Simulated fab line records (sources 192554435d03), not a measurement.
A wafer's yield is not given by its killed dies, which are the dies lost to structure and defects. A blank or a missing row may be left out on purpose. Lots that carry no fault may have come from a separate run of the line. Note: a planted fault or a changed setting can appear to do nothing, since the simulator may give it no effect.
The same fault as seen by 2 desks | flow n5 finfet | each desk holds nothing but its own numbers, with what lay behind them at the end

TOOL OWNER'S DESK, rie diel-02
The tool's own readings at N5_GATE_CUT_ETCH_19 (etches SiNx in CH3F/O2, target depth 53.7 nm, time 76.7 s): means of the sampled wafers that have a number, for each lot that ran on this tool. Marked OUT: a lot whose mean sits more than 4 standard deviations from the usual mean, which makes it out of limits; the brackets give that distance. 7 of its 8 readings are shown, namely those furthest out on some lot.
Columns: A = CH3F_flow_sccm at N5_GATE_CUT_ETCH_19, usual 30.00 sccm; B = chamber pressure mTorr at N5_GATE_CUT_ETCH_19, usual 29.994 mTorr; C = drypump motor current A at N5_GATE_CUT_ETCH_19, usual 5.8 A; D = etch rf on time s at N5_GATE_CUT_ETCH_19, usual 77.1 s; E = rf vpp V at N5_GATE_CUT_ETCH_19, usual 298 V; F = showerhead plenum p Torr at N5_GATE_CUT_ETCH_19, usual 2.04 Torr; G = throttle valve pct at N5_GATE_CUT_ETCH_19, usual 16.31 %
lot  | first seen here | A     | B      | C   | D    | E   | F    | G
L574 | day 5 06:47     | 29.94 | 29.995 | 6.2 | 78.5 | 289 | 1.99 | 16.35
L580 | day 6 18:19     | 29.97 | 30.004 | 6.2 | 72.6 | 288 | 1.95 | 16.49
L581 | day 7 01:49     | 29.87 | 29.994 | 6.0 | 71.5 | 291 | 1.96 | 16.36
L594 | day 10 09:05    | 30.05 | 30.013 | 5.8 | 77.1 | 292 | 2.01 | 16.38
Finding of this desk: none of the 4 lots has anything out of limits.

METROLOGY DESK
Means of the sampled wafers that have a number, per lot and without regard to the tool the lot ran on: this is what the gauges read. Marked OUT: a lot whose mean sits more than 4 standard deviations from the usual mean, which makes it out of limits; the brackets give that distance. 7 of its 10 readings are shown, namely those furthest out on some lot.
Columns: A = DIBL_N at N5_BEOL_M4_RC_MEAS_101, usual 36.2 mV/V; B = DIBL_P at N5_BEOL_M4_RC_MEAS_101, usual 36.6 mV/V; C = IOFF_P at N5_BEOL_M4_RC_MEAS_101, usual 0.21 nA/um; D = ION_N at N5_BEOL_M4_RC_MEAS_101, usual 675 uA/um; E = ION_P at N5_BEOL_M4_RC_MEAS_101, usual 460 uA/um; F = SS_N at N5_BEOL_M4_RC_MEAS_101, usual 71.4 mV/dec; G = VT_P at N5_BEOL_M4_RC_MEAS_101, usual -252 mV
lot  | first seen here | A    | B    | C    | D   | E   | F    | G
L574 | day 8 15:17     | 36.6 | 37.2 | 0.21 | 672 | 458 | 71.9 | -252
L580 | day 9 16:11     | 34.7 | 35.0 | 0.17 | 677 | 460 | 71.3 | -252
L581 | day 10 10:41    | 36.9 | 38.4 | 0.22 | 680 | 464 | 71.4 | -253
L585 | day 11 07:01    | 36.9 | 39.3 | 0.22 | 676 | 464 | 71.7 | -252
L587 | day 12 01:31    | 36.4 | 37.1 | 0.21 | 671 | 457 | 71.6 | -251
L590 | day 12 18:07    | 35.4 | 37.3 | 0.21 | 678 | 466 | 70.7 | -251
L592 | day 13 02:18    | 37.2 | 36.5 | 0.24 | 689 | 471 | 71.4 | -247
L594 | day 13 08:45    | 36.6 | 35.8 | 0.21 | 677 | 465 | 70.7 | -250
Finding of this desk: none of the 8 lots has anything out of limits.

TAKEN TOGETHER
The desk of the tool owner found nothing out of limits.
Metrology desk: nothing out of limits seen.

WHAT THE SIMULATOR HAD INSERTED
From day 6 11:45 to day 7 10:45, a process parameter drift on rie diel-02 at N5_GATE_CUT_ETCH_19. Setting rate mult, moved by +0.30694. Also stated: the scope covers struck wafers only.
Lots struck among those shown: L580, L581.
